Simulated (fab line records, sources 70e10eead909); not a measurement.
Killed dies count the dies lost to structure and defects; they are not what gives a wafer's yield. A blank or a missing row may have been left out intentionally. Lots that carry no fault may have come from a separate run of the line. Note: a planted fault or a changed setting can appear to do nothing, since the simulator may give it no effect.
fab line records ; flow nand_harc
record: lots: 24; wafers: 72; last_day: 34
route steps=1302 shown A_CONTACT@1087 A_BLC@1131 A_M1@1189 A_BONDPAD@1202
lots that met no fault: from a run of the same line without faults
start_h: the number of hours between the record's first day and the start of the first shown wafer of the lot ; wait_h: time in hours since the lot's previous step ; " the same as in the row above ; L1.1+2: a single row standing in for several wafers ; - either no value or no given start ; * or withheld: withheld ; < > ~ a bound
route shown NAME@n: names a module that has steps shown in the file, with the first one's number in the route ; usual: mean/standard deviation taken from wafers without a fault ; same: alike in all rows ; chamber/n: place in a boat ; sites: the reading at each site ; _std_site: the standard deviation of these ; _edge_site: inner sites' mean taken away from outer sites' mean ; radius_mm: for every site, how far away it sits from the centre of the wafer ; mask NAME#n: copy n ; behind: the tool/chamber that last shaped the wafer ; hold: why the lot went on hold/how many hours it stayed there/how the hold came to an end ; device: names the non-switching transistor (n, p or np) ; end of line: the tests these same wafers got at the end of their route ; a step with no rows: only its recipe ; killed: not the wafer's yield, but the dies lost to structure and defects at the first sort ; map: a wafer's dies, x killed, . not, _ none there
set.NAME: the run value of the setting; set.NAME@STEP: its run value at that earlier step ; model.NAME: the simulator's own value behind a step, which no gauge read
steps of the route over a sample of lots; a table a step, a row a wafer
services: when a tool's chamber went out of use (start_h, in hours from the record's first day, below 0 if earlier), for how many hours, and the reason
== steps ==
step: NHARC_A_CONTACT_ETCH_135
recipe: source_w: withheld; pressure_mtorr: 20; bias_v: 1200; time_s: 311; target_depth_a: 19120; ar_flow_sccm: withheld; c4f8_flow_sccm: withheld; o2_flow_sccm: withheld; chemistry: C4F8/O2/Ar
lot.wafer;tool;chamber;start_h;wait_h;rf_hours_counter_h
L074.2;har_cap_etch-03;1;527.28;0.2;45
L074.1;har_cap_etch-03;0;527.28;0.2;45
L074.4;har_cap_etch-03;0;527.28;0.2;-
L075.4;har_cap_etch-02;0;528.83;0.2;-
L075.6;har_cap_etch-02;1;528.83;0.2;-
L075.5;har_cap_etch-02;0;528.83;0.2;-
L076.3;har_cap_etch-01;1;537.39;0.2;-
L076.4;har_cap_etch-01;0;537.39;0.2;-
L076.5;har_cap_etch-01;1;537.39;0.2;-
L077.1;har_cap_etch-03;0;549.13;0.2;51
L077.3;har_cap_etch-03;0;549.13;0.2;-
L077.5;har_cap_etch-03;1;549.13;0.2;-
L079.2;har_cap_etch-03;1;557.34;0.2;52
L079.4;har_cap_etch-03;0;557.34;0.2;-
L079.6;har_cap_etch-03;1;557.34;0.2;-
L078.3;har_cap_etch-02;0;561.34;0.2;-
L078.6;har_cap_etch-02;0;561.34;0.2;-
L078.5;har_cap_etch-02;1;561.34;0.2;-
L081.1;har_cap_etch-03;0;587.64;0.2;57
L081.2;har_cap_etch-03;1;587.64;0.2;57
L081.4;har_cap_etch-03;1;587.64;0.2;-
L080.4;har_cap_etch-02;1;589.20;0.2;-
L080.5;har_cap_etch-02;1;589.20;0.2;-
L080.6;har_cap_etch-02;0;589.20;0.2;-
L082.1;har_cap_etch-03;1;593.31;0.2;59
L082.3;har_cap_etch-03;1;593.31;0.2;-
L082.5;har_cap_etch-03;0;593.31;0.2;-
L083.4;har_cap_etch-02;1;604.48;0.2;-
L083.3;har_cap_etch-02;0;604.48;0.2;-
L083.5;har_cap_etch-02;1;604.48;0.2;-
L086.2;har_cap_etch-01;1;634.82;0.2;22
L086.1;har_cap_etch-01;0;634.82;0.2;22
L086.6;har_cap_etch-01;0;634.82;0.2;-
L087.2;har_cap_etch-03;0;641.36;0.2;66
L087.1;har_cap_etch-03;1;641.36;0.2;66
L087.4;har_cap_etch-03;0;641.36;0.2;-
L085.3;har_cap_etch-03;1;643.99;0.2;-
L085.6;har_cap_etch-03;1;643.99;0.2;-
L085.5;har_cap_etch-03;0;643.99;0.2;-
L084.2;har_cap_etch-02;0;653.39;0.2;116
L084.4;har_cap_etch-02;1;653.39;0.2;-
L084.6;har_cap_etch-02;1;653.39;0.2;-
L091.2;har_cap_etch-01;1;658.59;0.2;30
L091.1;har_cap_etch-01;0;658.59;0.2;30
L091.4;har_cap_etch-01;1;658.59;0.2;-
L089.2;har_cap_etch-02;0;660.77;0.2;118
L089.1;har_cap_etch-02;1;660.77;0.2;118
L089.4;har_cap_etch-02;0;660.77;0.2;-
L088.2;har_cap_etch-01;1;663.99;0.2;31
L088.6;har_cap_etch-01;0;663.99;0.2;-
L088.5;har_cap_etch-01;1;663.99;0.2;-
L090.3;har_cap_etch-02;1;669.73;0.2;-
L090.5;har_cap_etch-02;0;669.73;0.2;-
L090.6;har_cap_etch-02;1;669.73;0.2;-
L093.4;har_cap_etch-01;0;693.85;0.2;-
L093.5;har_cap_etch-01;0;693.85;0.2;-
L093.6;har_cap_etch-01;1;693.85;0.2;-
L092.1;har_cap_etch-02;1;696.05;0.2;122
L092.2;har_cap_etch-02;0;696.05;0.2;122
L092.3;har_cap_etch-02;0;696.05;0.2;-
L094.3;har_cap_etch-03;1;721.20;0.2;-
L094.6;har_cap_etch-03;0;721.20;0.2;-
L094.5;har_cap_etch-03;1;721.20;0.2;-
L096.1;har_cap_etch-02;0;741.98;0.2;128
L096.2;har_cap_etch-02;1;741.98;0.2;128
L096.6;har_cap_etch-02;0;741.98;0.2;-
L097.3;har_cap_etch-03;0;747.57;0.2;-
L097.4;har_cap_etch-03;1;747.57;0.2;-
L097.5;har_cap_etch-03;0;747.57;0.2;-
L095.1;har_cap_etch-01;1;747.88;0.2;42
L095.2;har_cap_etch-01;0;747.88;0.2;42
L095.6;har_cap_etch-01;1;747.88;0.2;-
step: NHARC_A_CONTACT_ETCH_137
recipe: source_w: withheld; pressure_mtorr: 20; bias_v: 1200; time_s: 311; target_depth_a: 19120; ar_flow_sccm: withheld; c4f8_flow_sccm: withheld; o2_flow_sccm: withheld; chemistry: C4F8/O2/Ar
lot.wafer;tool;chamber;start_h;wait_h;rf_hours_counter_h
L074.2;har_cap_etch-03;1;527.83;0.2;46
L074.1;har_cap_etch-03;0;527.83;0.2;46
L074.4;har_cap_etch-03;0;527.83;0.2;-
L075.4;har_cap_etch-02;0;529.37;0.2;-
L075.6;har_cap_etch-02;1;529.37;0.2;-
L075.5;har_cap_etch-02;0;529.37;0.2;-
L076.3;har_cap_etch-01;1;537.94;0.2;-
L076.4;har_cap_etch-01;0;537.94;0.2;-
L076.5;har_cap_etch-01;1;537.94;0.2;-
L077.1;har_cap_etch-03;0;549.66;0.2;51
L077.3;har_cap_etch-03;0;549.66;0.2;-
L077.5;har_cap_etch-03;1;549.66;0.2;-
L079.2;har_cap_etch-03;1;557.88;0.2;52
L079.4;har_cap_etch-03;0;557.88;0.2;-
L079.6;har_cap_etch-03;1;557.88;0.2;-
L078.3;har_cap_etch-02;0;561.89;0.2;-
L078.6;har_cap_etch-02;0;561.89;0.2;-
L078.5;har_cap_etch-02;1;561.89;0.2;-
L081.1;har_cap_etch-03;0;588.18;0.2;58
L081.2;har_cap_etch-03;1;588.18;0.2;58
L081.4;har_cap_etch-03;1;588.18;0.2;-
L080.4;har_cap_etch-02;1;589.74;0.2;-
L080.5;har_cap_etch-02;1;589.74;0.2;-
L080.6;har_cap_etch-02;0;589.74;0.2;-
L082.1;har_cap_etch-03;1;593.86;0.2;59
L082.3;har_cap_etch-03;1;593.86;0.2;-
L082.5;har_cap_etch-03;0;593.86;0.2;-
L083.4;har_cap_etch-02;1;605.03;0.2;-
L083.3;har_cap_etch-02;0;605.03;0.2;-
L083.5;har_cap_etch-02;1;605.03;0.2;-
L086.2;har_cap_etch-01;1;635.37;0.2;23
L086.1;har_cap_etch-01;0;635.37;0.2;23
L086.6;har_cap_etch-01;0;635.37;0.2;-
L087.2;har_cap_etch-03;0;641.90;0.2;66
L087.1;har_cap_etch-03;1;641.90;0.2;66
L087.4;har_cap_etch-03;0;641.90;0.2;-
L085.3;har_cap_etch-03;1;644.54;0.2;-
L085.6;har_cap_etch-03;1;644.54;0.2;-
L085.5;har_cap_etch-03;0;644.54;0.2;-
L084.2;har_cap_etch-02;0;653.94;0.2;117
L084.4;har_cap_etch-02;1;653.94;0.2;-
L084.6;har_cap_etch-02;1;653.94;0.2;-
L091.2;har_cap_etch-01;1;659.13;0.2;31
L091.1;har_cap_etch-01;0;659.13;0.2;31
L091.4;har_cap_etch-01;1;659.13;0.2;-
L089.2;har_cap_etch-02;0;661.31;0.2;118
L089.1;har_cap_etch-02;1;661.31;0.2;118
L089.4;har_cap_etch-02;0;661.31;0.2;-
L088.2;har_cap_etch-01;1;664.53;0.2;32
L088.6;har_cap_etch-01;0;664.53;0.2;-
L088.5;har_cap_etch-01;1;664.53;0.2;-
L090.3;har_cap_etch-02;1;670.27;0.2;-
L090.5;har_cap_etch-02;0;670.27;0.2;-
L090.6;har_cap_etch-02;1;670.27;0.2;-
L093.4;har_cap_etch-01;0;694.39;0.2;-
L093.5;har_cap_etch-01;0;694.39;0.2;-
L093.6;har_cap_etch-01;1;694.39;0.2;-
L092.1;har_cap_etch-02;1;696.59;0.2;123
L092.2;har_cap_etch-02;0;696.59;0.2;123
L092.3;har_cap_etch-02;0;696.59;0.2;-
L094.3;har_cap_etch-03;1;721.74;0.2;-
L094.6;har_cap_etch-03;0;721.74;0.2;-
L094.5;har_cap_etch-03;1;721.74;0.2;-
L096.1;har_cap_etch-02;0;742.70;0.3;128
L096.2;har_cap_etch-02;1;742.70;0.3;128
L096.6;har_cap_etch-02;0;742.70;0.3;-
L097.3;har_cap_etch-03;0;748.11;0.2;-
L097.4;har_cap_etch-03;1;748.11;0.2;-
L097.5;har_cap_etch-03;0;748.11;0.2;-
L095.1;har_cap_etch-01;1;748.42;0.2;43
L095.2;har_cap_etch-01;0;748.42;0.2;43
L095.6;har_cap_etch-01;1;748.42;0.2;-
step: NHARC_A_CONTACT_STRIP_26
recipe: o2_flow_sccm: 500; ar_flow_sccm: 0; bias_w: 0; chemistry: O2
usual: drypump_motor_current_A: 5.8/0.42; oes_product_au: 1.003/0.0095; rf_vpp_V: 57.6/0.89; showerhead_plenum_p_Torr: 3.47/0.11; throttle_valve_pct: 17.035/0.0099
same: bias_w: 0
lot.wafer;tool;chamber;start_h;wait_h;drypump_motor_current_A;oes_product_au;rf_hours_counter_h;rf_vpp_V;showerhead_plenum_p_Torr;throttle_valve_pct
L074.4;rie_diel-01;1;-;-;6.3;1.008;25;57.1;3.55;17.033
L074.2;rie_diel-01;3;-;-;5.4;1.003;21;59.2;3.50;17.029
L074.1;rie_diel-01;0;-;-;5.6;1.007;22;58.9;3.42;17.044
L075.4;rie_diel-10;0;-;-;5.5;1.018;32;57.4;3.38;17.051
L075.5;rie_diel-10;0;-;-;5.5;1.004;-;57.0;3.38;17.055
L075.6;rie_diel-10;1;-;-;5.3;1.001;-;58.6;3.55;17.028
L076.3;rie_diel-01;3;-;-;5.4;0.998;22;58.0;3.50;17.039
L076.4;rie_diel-01;2;-;-;5.9;0.998;25;57.7;3.37;17.028
L076.5;rie_diel-01;3;-;-;5.4;0.989;-;57.1;3.50;17.025
L079.2;rie_diel-08;2;-;-;6.5;1.002;2;58.5;3.64;17.025
L079.4;rie_diel-08;0;-;-;6.0;0.988;2;58.9;3.71;17.037
L079.6;rie_diel-08;1;-;-;6.6;1.016;-;58.0;3.44;17.029
L078.3;rie_diel-08;0;-;-;5.9;0.988;3;57.6;3.71;17.019
L078.5;rie_diel-08;0;-;-;5.9;0.993;-;57.2;3.71;17.036
L078.6;rie_diel-08;1;-;-;6.6;1.004;-;57.6;3.44;17.039
L077.1;rie_diel-10;1;-;-;5.3;0.991;51;56.6;3.54;17.039
L077.3;rie_diel-10;2;-;-;5.6;1.000;48;56.7;3.30;17.030
L077.5;rie_diel-10;0;-;-;5.5;1.012;-;57.8;3.37;17.035
L081.4;rie_diel-01;2;-;-;5.9;1.000;4;57.8;3.37;17.040
L081.2;rie_diel-01;0;-;-;5.6;0.999;5;57.2;3.42;17.043
L081.1;rie_diel-01;1;-;-;6.3;1.020;4;55.9;3.54;17.045
L080.4;rie_diel-01;1;-;-;6.3;1.016;4;56.6;3.54;17.034
L080.5;rie_diel-01;1;-;-;6.3;1.017;-;58.3;3.54;17.028
L080.6;rie_diel-01;2;-;-;5.9;0.999;-;56.0;3.37;17.034
L082.1;rie_diel-10;0;-;-;5.5;1.007;60;57.4;3.36;17.045
L082.3;rie_diel-10;3;-;-;5.5;1.000;55;56.7;3.33;17.038
L082.5;rie_diel-10;0;-;-;5.5;1.006;-;57.0;3.36;17.020
L083.3;rie_diel-01;1;-;-;6.4;1.025;7;58.4;3.54;17.030
L083.4;rie_diel-01;3;-;-;5.4;1.007;8;58.2;3.49;17.038
L083.5;rie_diel-01;1;-;-;6.3;1.018;-;56.7;3.54;17.046
L086.2;rie_diel-01;2;-;-;5.9;0.998;12;58.1;3.36;17.027
L086.1;rie_diel-01;0;-;-;5.6;1.009;14;57.7;3.41;17.035
L086.6;rie_diel-01;3;-;-;5.4;1.015;-;58.2;3.49;17.041
L087.4;rie_diel-10;1;-;-;5.3;0.988;13;58.2;3.52;17.044
L087.1;rie_diel-10;2;-;-;5.6;1.009;13;59.9;3.80;17.045
L087.2;rie_diel-10;3;-;-;5.5;1.006;13;57.7;3.32;17.051
L085.3;rie_diel-08;2;-;-;6.5;1.008;21;58.4;3.63;17.052
L085.6;rie_diel-08;1;-;-;6.6;1.004;-;56.8;3.43;17.039
L085.5;rie_diel-08;2;-;-;6.5;1.013;-;57.6;3.63;17.021
L084.4;rie_diel-01;0;-;-;5.6;1.003;17;58.3;3.41;17.039
L084.2;rie_diel-01;2;-;-;5.9;1.007;17;56.9;3.36;17.033
L084.6;rie_diel-01;1;-;-;6.3;1.023;-;58.9;3.54;17.042
L091.2;rie_diel-01;3;-;-;5.4;1.008;20;56.4;3.49;17.045
L091.4;rie_diel-01;0;-;-;5.6;0.995;19;58.2;3.41;17.043
L091.1;rie_diel-01;1;-;-;6.3;1.009;21;57.1;3.53;17.040
L089.1;rie_diel-01;0;-;-;5.6;1.010;19;57.8;3.41;17.033
L089.4;rie_diel-01;1;-;-;6.3;1.012;21;57.5;3.54;17.037
L089.2;rie_diel-01;2;-;-;5.9;0.991;20;58.1;3.36;17.032
L088.2;rie_diel-08;2;-;-;6.5;0.996;31;57.0;3.62;17.039
L088.5;rie_diel-08;2;-;-;6.5;1.000;-;57.6;3.62;17.035
L088.6;rie_diel-08;0;-;-;6.0;0.991;-;60.0;3.69;17.031
L090.3;rie_diel-10;1;-;-;5.3;0.975;22;58.3;3.52;17.044
L090.6;rie_diel-10;0;-;-;5.5;0.988;-;56.3;3.35;17.020
L090.5;rie_diel-10;1;-;-;5.3;0.983;-;57.4;3.52;17.040
L093.4;rie_diel-01;2;-;-;5.9;0.997;24;57.2;3.36;17.026
L093.5;rie_diel-01;3;-;-;5.4;1.007;-;57.9;3.48;17.030
L093.6;rie_diel-01;0;-;-;5.6;1.004;-;56.8;3.41;17.017
L092.1;rie_diel-01;2;-;-;5.9;1.008;24;56.4;3.36;17.035
L092.2;rie_diel-01;3;-;-;5.4;1.009;24;57.4;3.48;17.040
L092.3;rie_diel-01;1;-;-;6.3;1.021;26;58.1;3.53;17.019
L094.3;rie_diel-08;1;-;-;6.6;1.004;60;57.3;3.41;17.036
L094.5;rie_diel-08;2;-;-;6.5;1.002;-;58.0;3.61;17.028
L094.6;rie_diel-08;3;-;-;5.7;0.986;-;58.8;3.35;17.047
L096.2;rie_diel-01;3;-;-;5.4;1.008;0;56.6;3.48;17.022
L096.1;rie_diel-01;1;-;-;6.3;0.999;0;57.1;3.53;17.035
L096.6;rie_diel-01;2;-;-;5.9;1.004;-;55.5;3.35;17.046
L097.3;rie_diel-01;3;-;-;5.4;0.993;1;58.0;3.48;17.040
L097.4;rie_diel-01;0;-;-;5.6;1.000;1;58.0;3.40;17.054
L097.5;rie_diel-01;1;-;-;6.3;1.007;-;59.5;3.53;17.029
L095.1;rie_diel-08;3;-;-;5.7;0.998;5;57.6;3.35;17.045
L095.2;rie_diel-08;0;-;-;6.0;0.999;6;58.6;3.68;17.034
L095.6;rie_diel-08;3;-;-;5.6;1.004;-;56.6;3.35;17.033
step: NHARC_A_BLC_ALD_23
recipe: target_thk_a: 30; pulse_time_s: 1; ald_cycles: 150; temp_c: 450; material: TiN
usual: heater_power_w: 1097/120; precursor_pulse_height_rel: 1.000/0.018
same: pulse_time_s: 1
lot.wafer;tool;chamber;start_h;wait_h;heater_power_w;precursor_pulse_height_rel
L074.4;ald_metal-03;0;534.92;-;1079;1.024
L074.2;ald_metal-03;1;534.92;-;1127;1.015
L074.1;ald_metal-03;2;534.92;-;947;0.989
L075.4;ald_metal-04;0;535.58;-;903;0.989
L075.5;ald_metal-04;1;535.58;-;1016;0.968
L075.6;ald_metal-04;2;535.58;-;1248;0.985
L076.3;ald_metal-04;1;544.77;-;1036;1.008
L076.4;ald_metal-04;3;544.77;-;1006;1.026
L076.5;ald_metal-04;0;544.77;-;883;0.994
L079.4;ald_metal-03;2;564.94;-;941;0.983
L079.2;ald_metal-03;0;564.94;-;1048;1.011
L079.6;ald_metal-03;3;564.94;-;1010;0.945
L078.3;ald_metal-04;3;568.61;-;1026;1.002
L078.6;ald_metal-04;2;568.61;-;1249;1.003
L078.5;ald_metal-04;3;568.61;-;1053;0.997
L077.1;ald_metal-01;0;569.36;-;1301;1.037
L077.3;ald_metal-01;2;569.36;-;1174;0.974
L077.5;ald_metal-01;0;569.36;-;1322;0.985
L081.1;ald_metal-01;1;594.52;-;1080;1.008
L081.4;ald_metal-01;2;594.52;-;1144;1.022
L081.2;ald_metal-01;3;594.52;-;1002;1.049
L080.4;ald_metal-04;2;595.94;-;1254;1.001
L080.6;ald_metal-04;0;595.94;-;886;0.964
L080.5;ald_metal-04;1;595.94;-;1022;0.995
L082.3;ald_metal-01;1;600.09;-;1087;0.992
L082.1;ald_metal-01;2;600.09;-;1165;1.000
L082.5;ald_metal-01;1;600.09;-;1097;1.005
L083.4;ald_metal-01;2;611.07;-;1136;1.013
L083.3;ald_metal-01;1;611.07;-;1107;1.018
L083.5;ald_metal-01;2;611.07;-;1171;1.005
L086.2;ald_metal-03;0;641.56;-;1100;1.005
L086.1;ald_metal-03;1;641.56;-;1165;1.000
L086.6;ald_metal-03;0;641.56;-;1118;0.980
L087.4;ald_metal-01;0;648.26;-;1316;0.972
L087.2;ald_metal-01;1;648.26;-;1098;0.996
L087.1;ald_metal-01;2;648.26;-;1179;1.003
L085.3;ald_metal-04;3;651.11;-;1047;1.010
L085.5;ald_metal-04;0;651.11;-;879;0.997
L085.6;ald_metal-04;1;651.11;-;1036;0.971
L084.4;ald_metal-03;2;660.24;-;1021;1.014
L084.2;ald_metal-03;3;660.24;-;956;0.975
L084.6;ald_metal-03;3;660.24;-;967;1.008
L091.1;ald_metal-01;3;666.61;-;1012;0.978
L091.2;ald_metal-01;0;666.61;-;1333;0.993
L091.4;ald_metal-01;1;666.61;-;1035;1.007
L089.4;ald_metal-01;0;667.60;-;1344;1.001
L089.2;ald_metal-01;2;667.60;-;1202;0.999
L089.1;ald_metal-01;3;667.60;-;1041;1.005
L088.2;ald_metal-04;2;670.92;-;1199;0.999
L088.5;ald_metal-04;2;670.92;-;1198;0.980
L088.6;ald_metal-04;3;670.92;-;939;0.987
L090.3;ald_metal-01;3;676.45;-;1039;0.990
L090.6;ald_metal-01;0;676.45;-;1320;0.991
L090.5;ald_metal-01;1;676.45;-;1087;1.015
L093.4;ald_metal-01;0;700.46;-;1329;1.005
L093.5;ald_metal-01;0;700.46;-;1349;0.990
L093.6;ald_metal-01;1;700.46;-;1071;1.000
L092.2;ald_metal-04;2;702.88;-;1174;0.972
L092.3;ald_metal-04;0;702.88;-;885;1.004
L092.1;ald_metal-04;1;702.88;-;970;0.969
L094.3;ald_metal-01;3;728.05;-;1026;0.996
L094.5;ald_metal-01;3;728.05;-;1042;0.997
L094.6;ald_metal-01;0;728.05;-;1222;1.003
L096.1;ald_metal-01;3;749.99;-;1040;1.008
L096.2;ald_metal-01;1;749.99;-;1117;1.001
L096.6;ald_metal-01;3;749.99;-;1013;1.009
L097.4;ald_metal-04;2;754.22;-;1195;0.977
L097.3;ald_metal-04;1;754.22;-;971;1.020
L097.5;ald_metal-04;2;754.22;-;1181;0.975
L095.1;ald_metal-01;2;754.87;-;1203;0.990
L095.2;ald_metal-01;0;754.87;-;1206;0.982
L095.6;ald_metal-01;1;754.87;-;1098;1.003
step: NHARC_A_M1_DEGAS_29
recipe: temp_c: 250; time_s: 60
usual: heater_power_w: 329/27
lot.wafer;tool;chamber;start_h;wait_h;heater_power_w
L074.2;pvd_sputter-01;-;542.92;-;311
L074.4;pvd_sputter-01;-;542.92;-;337
L074.1;pvd_sputter-01;-;542.92;-;338
L075.4;pvd_sputter-02;-;543.24;-;308
L075.6;pvd_sputter-02;-;543.24;-;312
L075.5;pvd_sputter-02;-;543.24;-;302
L076.4;pvd_sputter-02;-;552.86;-;324
L076.3;pvd_sputter-02;-;552.86;-;315
L076.5;pvd_sputter-02;-;552.86;-;327
L079.4;pvd_sputter-03;-;572.98;-;338
L079.2;pvd_sputter-03;-;572.98;-;369
L079.6;pvd_sputter-03;-;572.98;-;282
L078.3;pvd_sputter-01;-;576.06;-;339
L078.5;pvd_sputter-01;-;576.06;-;330
L078.6;pvd_sputter-01;-;576.06;-;310
L077.3;pvd_sputter-02;-;576.76;-;322
L077.1;pvd_sputter-02;-;576.76;-;315
L077.5;pvd_sputter-02;-;576.76;-;321
L081.2;pvd_sputter-02;-;601.82;-;316
L081.4;pvd_sputter-02;-;601.82;-;353
L081.1;pvd_sputter-02;-;601.82;-;308
L080.4;pvd_sputter-02;-;603.75;-;317
L080.6;pvd_sputter-02;-;603.75;-;307
L080.5;pvd_sputter-02;-;603.75;-;327
L082.1;pvd_sputter-02;-;607.21;-;314
L082.3;pvd_sputter-02;-;607.21;-;344
L082.5;pvd_sputter-02;-;607.21;-;313
L083.3;pvd_sputter-01;-;618.44;-;337
L083.4;pvd_sputter-01;-;618.44;-;310
L083.5;pvd_sputter-01;-;618.44;-;343
L086.2;pvd_sputter-02;-;649.17;-;335
L086.1;pvd_sputter-02;-;649.17;-;346
L086.6;pvd_sputter-02;-;649.17;-;338
L087.1;pvd_sputter-03;-;655.43;-;361
L087.2;pvd_sputter-03;-;655.43;-;387
L087.4;pvd_sputter-03;-;655.43;-;273
L085.3;pvd_sputter-03;-;658.34;-;330
L085.6;pvd_sputter-03;-;658.34;-;386
L085.5;pvd_sputter-03;-;658.34;-;279
L084.4;pvd_sputter-03;-;667.61;-;342
L084.2;pvd_sputter-03;-;667.61;-;369
L084.6;pvd_sputter-03;-;667.61;-;369
L091.2;pvd_sputter-03;-;673.91;-;382
L091.4;pvd_sputter-03;-;673.91;-;282
L091.1;pvd_sputter-03;-;673.91;-;339
L089.2;pvd_sputter-03;-;674.87;-;393
L089.4;pvd_sputter-03;-;674.87;-;338
L089.1;pvd_sputter-03;-;674.87;-;367
L088.2;pvd_sputter-02;-;678.48;-;326
L088.6;pvd_sputter-02;-;678.48;-;316
L088.5;pvd_sputter-02;-;678.48;-;326
L090.3;pvd_sputter-01;-;683.88;-;304
L090.6;pvd_sputter-01;-;683.88;-;342
L090.5;pvd_sputter-01;-;683.88;-;298
L093.4;pvd_sputter-01;-;707.51;-;340
L093.5;pvd_sputter-01;-;707.51;-;343
L093.6;pvd_sputter-01;-;707.51;-;299
L092.3;pvd_sputter-01;-;710.18;-;296
L092.1;pvd_sputter-01;-;710.18;-;298
L092.2;pvd_sputter-01;-;710.18;-;345
L094.3;pvd_sputter-01;-;735.32;-;344
L094.5;pvd_sputter-01;-;735.32;-;342
L094.6;pvd_sputter-01;-;735.32;-;298
L096.1;pvd_sputter-01;-;757.37;-;304
L096.2;pvd_sputter-01;-;757.37;-;338
L096.6;pvd_sputter-01;-;757.37;-;305
L097.4;pvd_sputter-02;-;761.59;-;320
L097.3;pvd_sputter-02;-;761.59;-;340
L097.5;pvd_sputter-02;-;761.59;-;325
L095.1;pvd_sputter-02;-;762.16;-;314
L095.2;pvd_sputter-02;-;762.16;-;330
L095.6;pvd_sputter-02;-;762.16;-;313
step: NHARC_A_BONDPAD_DEP_00
recipe: target_thk_a: 2500; temp_c: 370; target_thk_nm: 250; pressure_torr: 3; flow_sccm: 200; rf_w: 450; material: SiCN
usual: heater_power_w: 538/51
lot.wafer;tool;chamber;start_h;wait_h;heater_power_w
L074.2;pecvd-01;2;545.20;-;484
L074.1;pecvd-01;0;545.20;-;608
L074.4;pecvd-01;0;545.20;-;618
L075.5;pecvd-03;0;-;-;575
L075.6;pecvd-03;1;-;-;537
L075.4;pecvd-03;2;-;-;561
L076.3;pecvd-04;2;555.22;-;515
L076.4;pecvd-04;1;555.22;-;646
L076.5;pecvd-04;2;555.22;-;509
L079.2;pecvd-04;0;575.21;-;571
L079.4;pecvd-04;0;575.21;-;586
L079.6;pecvd-04;2;575.21;-;566
L078.3;pecvd-03;0;578.41;-;586
L078.5;pecvd-03;2;578.41;-;534
L078.6;pecvd-03;0;578.41;-;478
L077.3;pecvd-01;1;578.99;-;512
L077.1;pecvd-01;0;578.99;-;623
L077.5;pecvd-01;2;578.99;-;503
L081.1;pecvd-03;1;604.12;-;519
L081.2;pecvd-03;0;604.12;-;537
L081.4;pecvd-03;0;604.12;-;544
L080.4;pecvd-01;2;606.12;-;487
L080.5;pecvd-01;0;606.12;-;637
L080.6;pecvd-01;1;606.12;-;485
L082.3;pecvd-01;1;609.50;-;511
L082.1;pecvd-01;2;609.50;-;480
L082.5;pecvd-01;0;609.50;-;634
L083.3;pecvd-03;2;-;-;560
L083.5;pecvd-03;2;-;-;580
L083.4;pecvd-03;1;-;-;528
L086.1;pecvd-04;2;651.49;-;496
L086.2;pecvd-04;0;651.49;-;590
L086.6;pecvd-04;0;651.49;-;606
L087.1;pecvd-03;2;657.69;-;562
L087.2;pecvd-03;1;657.69;-;499
L087.4;pecvd-03;0;657.69;-;567
L085.3;pecvd-01;2;660.58;-;473
L085.5;pecvd-01;2;660.58;-;476
L085.6;pecvd-01;1;660.58;-;468
L084.2;pecvd-03;1;669.86;-;494
L084.4;pecvd-03;2;669.86;-;494
L084.6;pecvd-03;0;669.86;-;582
L091.2;pecvd-03;2;-;-;522
L091.1;pecvd-03;0;-;-;583
L091.4;pecvd-03;2;-;-;532
L089.2;pecvd-04;2;677.13;-;506
L089.1;pecvd-04;1;677.13;-;572
L089.4;pecvd-04;1;677.13;-;570
L088.2;pecvd-03;1;680.77;-;489
L088.5;pecvd-03;1;680.77;-;511
L088.6;pecvd-03;2;680.77;-;586
L090.3;pecvd-04;0;-;-;597
L090.6;pecvd-04;0;-;-;472
L090.5;pecvd-04;1;-;-;572
L093.5;pecvd-04;1;709.93;-;492
L093.6;pecvd-04;2;709.93;-;517
L093.4;pecvd-04;0;709.93;-;510
L092.1;pecvd-03;1;712.46;-;504
L092.3;pecvd-03;2;712.46;-;493
L092.2;pecvd-03;0;712.46;-;521
L094.3;pecvd-01;0;737.70;-;555
L094.5;pecvd-01;1;737.70;-;558
L094.6;pecvd-01;0;737.70;-;575
L096.1;pecvd-01;2;759.63;-;414
L096.2;pecvd-01;0;759.63;-;682
L096.6;pecvd-01;1;759.63;-;566
L097.3;pecvd-04;0;-;-;534
L097.5;pecvd-04;2;-;-;527
L097.4;pecvd-04;1;-;-;596
L095.2;pecvd-01;0;764.94;-;632
L095.1;pecvd-01;1;764.94;-;523
L095.6;pecvd-01;1;764.94;-;521
== services ==
tool;chamber;start_h;hours;kind
ald_metal-01;-;517.50;0.8;repair
rie_diel-01;1;517.85;3.1;repair
har_cap_etch-03;-;525.41;0.4;repair
ald_metal-01;-;526.00;10.0;pm
har_cap_etch-01;-;531.05;0.6;repair
pvd_sputter-02;-;536.22;3.3;repair
pecvd-03;-;547.12;13.0;pm
pvd_sputter-02;-;554.03;4.9;repair
har_cap_etch-02;-;556.00;0.6;repair
rie_diel-01;-;558.77;9.0;pm
pecvd-03;2;588.59;15.7;repair
rie_diel-01;2;593.29;2.6;repair
pvd_sputter-02;-;638.00;10.0;pm
har_cap_etch-02;-;675.36;1.3;repair
rie_diel-01;-;692.11;1.1;repair
rie_diel-01;0;697.42;8.1;repair
pvd_sputter-02;-;699.73;1.8;repair
rie_diel-01;-;702.43;0.4;repair
ald_metal-01;-;704.00;10.0;pm
rie_diel-01;-;735.77;9.0;pm
har_cap_etch-02;-;756.13;17.0;pm
ald_metal-01;-;756.27;0.8;repair
har_cap_etch-03;-;760.81;1.1;repair
har_cap_etch-03;-;764.94;0.3;repair
== key ==
fault none
